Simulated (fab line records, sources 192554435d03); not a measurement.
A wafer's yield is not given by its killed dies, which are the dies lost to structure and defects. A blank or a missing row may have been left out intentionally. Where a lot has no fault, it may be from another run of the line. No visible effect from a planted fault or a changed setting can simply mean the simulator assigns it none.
Matching of chambers | flow n5 finfet | 4 sister chambers for N5_MOL_CONTACT_COAG_CMP_23 on cmp-02
The step polishes, stops on SiO2, t overpolish 1.5 s, target thk 0 nm. 4 wafers are shown with their chamber, then 7 later ones without.

## EACH WAFER AND ITS CHAMBER
wafer  | chamber | motor current A (A)
L085.2 | 0       | 7.4
L088.5 | 3       | 8.0
L089.2 | 1       | 8.2
L089.3 | 2       | 8.0

## WAFERS WITH NO CHAMBER GIVEN
wafer  | motor current A (A)
L089.6 | 8.2
L093.1 | 8.0
L093.3 | 7.2
L093.5 | 7.1
L097.2 | 8.1
L097.3 | 7.1
L097.6 | 8.0

## EACH ONE'S CHAMBER
wafer  | from the rows above          | in truth
L089.6 | can't be placed: 1 or 2 or 3 | 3
L093.1 | can't be placed: 2 or 3 or 1 | 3
L093.3 | 0                            | 0
L093.5 | 0                            | 0
L097.2 | can't be placed: 1 or 2 or 3 | 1
L097.3 | 0                            | 0
L097.6 | can't be placed: 2 or 3 or 1 | 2
Correct placement for 3 of the 7. These rows do not allow placing 4 (true chamber among the candidates in 4). Number placed wrongly: 0.
How it was worked out, from the rows above alone: a wafer's distance from a chamber is the root of the sum, over the readings, of the square of ((its reading less the chamber's mean) divided by the reading's scatter). If the next closest chamber is less than 2 further off than the closest, the wafer can't be placed; otherwise it belongs to the closest. The mean given for a chamber averages the wafers shown for that chamber. The scatter: with one shown wafer a chamber, the root of the mean of the squares of how far each hidden wafer lies from its nearest shown one.
